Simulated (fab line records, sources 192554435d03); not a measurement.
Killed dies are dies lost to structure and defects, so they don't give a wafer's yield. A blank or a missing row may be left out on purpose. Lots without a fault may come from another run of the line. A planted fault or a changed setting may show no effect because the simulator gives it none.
Split-lot experiment | flow n5_finfet | 7 lots, 21 wafers read, on a route of 1938 steps

THE SPLIT
At N5_MOL_CONTACT_COAG_ETCH_110 (etches Si in CF4/O2, target depth 2.5 nm, time 8 s), the setting bias_w was moved away from the recipe's 12 W on 7 of the 21 wafers read, by -5.8% to +17.3%. The other wafers ran this setting at the recipe's value.

The reading is taken at the split's own step.

THE READING
rf_vpp_V, in V, at N5_MOL_CONTACT_COAG_ETCH_110 (etches Si in CF4/O2, target depth 2.5 nm, time 8 s). Fault-free wafers of this fab line usually give 128.2 V, standard deviation 1.3 V.

wafer  | tool, chamber at the split | bias_w as run, W | against the recipe | rf_vpp_V, V | against lot-mates on the recipe
L075.3 | rie_diel-01, 3             | 14.07            | +17.3%             | 145.8       | +17.1
L075.4 | rie_diel-01, 2             | 12               | recipe             | 128.7       | -
L075.5 | rie_diel-01, 2             | 12               | recipe             | 128.8       | -
L077.1 | rie_diel-04, 1             | 12               | recipe             | 128.4       | -
L077.3 | rie_diel-04, 2             | 13.67            | +13.9%             | 143.3       | +14.9
L077.6 | rie_diel-04, 3             | 13.67            | +13.9%             | 142.8       | +14.4
L084.2 | rie_diel-04, 2             | 12               | recipe             | 127.3       | -
L084.5 | rie_diel-04, 1             | 12               | recipe             | 127.8       | -
L084.6 | rie_diel-04, 2             | 12               | recipe             | 126.8       | -
L086.1 | rie_diel-03, 3             | 12               | recipe             | 128.1       | -
L086.4 | rie_diel-03, 0             | 11.32            | -5.7%              | 120.9       | -7.0
L086.6 | rie_diel-03, 3             | 12               | recipe             | 127.8       | -
L087.3 | rie_diel-01, 2             | 11.3             | -5.8%              | 123.7       | -5.9
L087.4 | rie_diel-01, 0             | 11.3             | -5.8%              | 121.2       | -8.4
L087.6 | rie_diel-01, 2             | 12               | recipe             | 129.6       | -
L091.1 | rie_diel-03, 1             | 12               | recipe             | 127.6       | -
L091.3 | rie_diel-03, 0             | 12               | recipe             | 126.7       | -
L091.4 | rie_diel-03, 3             | 12               | recipe             | 126.9       | -
L097.4 | rie_diel-01, 1             | 12               | recipe             | 130.2       | -
L097.5 | rie_diel-01, 1             | 12.72            | +6.0%              | 136.8       | +8.2
L097.6 | rie_diel-01, 0             | 12               | recipe             | 126.9       | -

THE FIT
A straight line over all 21 wafers: rf_vpp_V changes by +1.07 V for each +1% of bias_w; r = +0.99; the points scatter about the line by 1.2 V.
The same after taking each lot's own level away (the mean of its wafers on the recipe; 21 wafers): +1.07 V for each +1%; r = +0.99; scatter 0.96 V.
On that fit, the largest move of bias_w shifts the reading by 18 V.
The lots' own levels span 127.07 to 129.60 V, that is 1.9 times the standard deviation above.
So the lot-to-lot level changes the slope little: the two slopes agree.
Check: with one of the wafers moved furthest among these (+17.3%) left out of the fit, the line predicts +19.1 V for it against its lot-mates. It came out at +17.1 V against them.
Tool readings at the split's step, against how far the setting was moved: rf_vpp_V r = +0.99.

OTHER SPLITS ON THESE WAFERS
These wafers also went through other splits before the reading. Each is held against what the fit with the lots' levels taken away leaves over:
other split on the same wafers       | wafers away from the commonest value | r with rf_vpp_V (lot level and that fit taken away)
N5_GATE_CUT_ETCH_58 bias_w           | 8                                    | +0.14
N5_GATE_CUT_COAT_27 spin_rpm         | 6                                    | +0.26
N5_MOL_CONTACT_COAG_ETCH_15 source_w | 4                                    | -0.36

THE FILE'S OWN FIT
rf_vpp_V changes by +1.06 V for each +1% of bias_w, r = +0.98.
